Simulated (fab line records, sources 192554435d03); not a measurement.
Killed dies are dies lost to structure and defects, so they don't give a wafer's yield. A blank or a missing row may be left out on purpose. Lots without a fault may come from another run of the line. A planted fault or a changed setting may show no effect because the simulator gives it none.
A struck lot beside a sound one | flow n5_finfet | 14 steps out of a route of 1938
Sound: wafers L269.2, L269.3, L269.6. Struck: wafers L274.2, L274.5, L274.6. The cause comes at the end.
At each step with rows: each side's tool, then ch and its chambers, then its first start. Under that, the readings that differ: sound wafers | struck wafers | difference of the means | sigmas: that difference in standard deviations of wafers without a fault.
alike: readings whose means differ by less than 2 such deviations, and words and numbers that are the same on both sides. not compared: withheld readings, readings that some wafer has no value for, bounds like >300 that may hide the same value, and numbers for which the record gives no deviation and whose values overlap.
The two part at a step that has a row with sigmas, a row that says differs or no value, or rows on one side only. Numbers that don't overlap but have no deviation are shown without sigmas and don't part them. A reading that every wafer of one side lacks parts them only if that side has two wafers or more.

N5_BEOL_M6_ILD_DEP_00: deposits SiCOH lowk from DEMS/porogen, target thk 179.75 nm, time 33.4 s.
  sound on pecvd-01 ch 0,1,2, day 10 14:17; struck on pecvd-03 ch 0,2, day 12 00:44
  alike: heater_power_w, rf_fwd_power_W, showerhead_plenum_p_Torr, throttle_valve_pct
N5_BEOL_M6_CURE_74: cures SiCOH lowk, time 240 s.
  sound on uv_cure-03 ch 0, day 10 14:26; struck on uv_cure-01 ch 2, day 12 00:55
  alike: lamp_power_pct, wafer_temp_C_max
N5_BEOL_M6_THK_MEAS_01:
  sound on film_metro-02, day 10 14:52; struck on film_metro-01, day 12 01:20
  alike: M6_ILD_THK
N5_BEOL_M6_PECVD_70: deposits SiO2 from TEOS/O2, target thk 20 nm, time 22.7 s.
  sound on pecvd-03 ch 0,1,2, day 10 14:54; struck on pecvd-01 ch 0,1,2, day 12 01:23
  alike: heater_power_w, rf_fwd_power_W, showerhead_plenum_p_Torr, throttle_valve_pct
N5_BEOL_M6_HM_DEP_02: deposits TiN, target thk 20 nm.
  sound on pvd_sputter-01, day 10 16:25; struck on pvd_sputter-03, day 12 03:04
  alike: throttle_valve_pct
then, 7 steps without rows for these wafers: N5_BEOL_M6_COAT_59 (time 60 s, resist thk 100 nm); N5_BEOL_M6_COAT_60 (time 60 s, resist thk 35 nm); N5_BEOL_M6_COAT_05 (resist thk 90 nm); N5_BEOL_M6_EBR_07; N5_BEOL_M6_SOFTBAKE_06 (time 60 s); N5_BEOL_M6_EXPOSE_08 (exposes mask M6); N5_BEOL_M6_PEB_09 (peb time 60 s).
N5_BEOL_M6_DEVELOP_10: develop time 30 s.
  sound on litho_track-03 ch 0, day 10 16:52; struck on litho_track-03, day 12 03:31
  no value came back on the struck wafers for chill_plate_temp_C (C), develop_time_s (s); on the sound wafers chill_plate_temp_C (C) reads 23.09 22.97 23.04
  reading                                      | sound    | struck     | difference | sigmas
  model.CAR-ArF_of_BEOL_M6_COAT_05.thk_nm (nm) | 88 88 88 | 90.2 90 90 | +2.1       |
N5_BEOL_M6_CD_MEAS_11: target cd 38.5 nm.
  sound on cd_sem-02 ch 0, day 10 16:55; struck on cd_sem-01 ch 0, day 12 03:34
  reading    | sound          | struck | difference                    | sigmas
  cd_nm (nm) | 38.4 38.4 38.9 | - - -  | no value on the struck wafers |

WHERE THEY PART
First at N5_BEOL_M6_DEVELOP_10; last, within this record, at N5_BEOL_M6_CD_MEAS_11.

WHY: what the simulator had put in
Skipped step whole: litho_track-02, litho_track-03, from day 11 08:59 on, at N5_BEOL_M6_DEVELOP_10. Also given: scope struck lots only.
